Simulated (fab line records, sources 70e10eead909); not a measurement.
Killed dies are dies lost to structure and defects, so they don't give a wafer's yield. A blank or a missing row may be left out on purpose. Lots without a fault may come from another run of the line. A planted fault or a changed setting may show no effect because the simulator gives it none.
Which tool did it? | flow nand_harc | 12 lots, 36 wafers sampled, at 2 steps of a route of 1302

WHAT THE GAUGES READ, wafer by wafer
NHARC_A_BLC_CD_MEAS_19.
lot  | measured     | on        | cd_nm (nm)
L075 | day 23 03:19 | cd_sem-01 | 101.6 100.9 98.6
L078 | day 23 21:03 | cd_sem-01 | 100.2 100.5 101.1
L079 | day 24 10:38 | cd_sem-01 | 101.5 100.6 101.5
L081 | day 25 07:52 | cd_sem-01 | 99.4 101.1 102.9
L083 | day 26 02:49 | cd_sem-02 | 98.8 99.4 99.6
L085 | day 26 19:36 | cd_sem-01 | 99.8 100.9 101.0
L089 | day 28 05:32 | cd_sem-02 | 100.8 101.8 99.0
L087 | day 28 08:53 | cd_sem-02 | 100.5 99.7 100.2
L093 | day 30 02:17 | cd_sem-03 | 100.6 100.1 100.8
L091 | day 30 13:21 | cd_sem-03 | 99.5 100.6 101.0
L096 | day 31 09:31 | cd_sem-03 | 98.6 97.2 100.8
L097 | day 31 22:14 | cd_sem-02 | 100.9 99.8 102.0

WHICH TOOL RAN EACH LOT (tool, then ch and the chambers of the sampled wafers, then the start)
lot  | NHARC_A_BLC_DESCUM_15
L075 | rie_diel-11 ch 0,1,2, day 23 02:19
L078 | rie_diel-11 ch 0,1,2, day 23 20:02
L079 | rie_diel-11 ch 0,1,2, day 24 09:41
L081 | rie_diel-02 ch 1,2,3, day 25 06:53
L083 | rie_diel-11 ch 1,2,3, day 26 01:51
L085 | rie_diel-11 ch 0,2,3, day 26 18:38
L089 | rie_diel-11 ch 0,2, day 28 04:34
L087 | rie_diel-11 ch 1,3, day 28 07:55
L093 | rie_diel-11 ch 0,1,3, day 30 01:19
L091 | rie_diel-11 ch 0,2,3, day 30 12:23
L096 | rie_diel-10 ch 1,2,3, day 31 08:34
L097 | rie_diel-11 ch 0,1,3, day 31 21:17
- NHARC_A_BLC_DESCUM_15: chemistry O2, time 3 s.

THE ANSWER, worked out from the rows above alone
Rule: what is usual is taken from the lots themselves. Put in order of their means at a reading, lots are off if they are a third of the lots or fewer, leave a main group of 4 or more, and stand apart from it by a gap of 3 or more times the standard deviation of the main group's means; of several such gaps the widest counts. A main group whose means are all the same, to the digits that the tables above print for the reading, isn't used. A lot without any number at a reading at which 4 lots or more have one is off too. The other lots that the step has rows for count as sound.
No lot is off at any reading shown: from this, nothing can be told.

WHAT THE SIMULATOR HAD PUT IN
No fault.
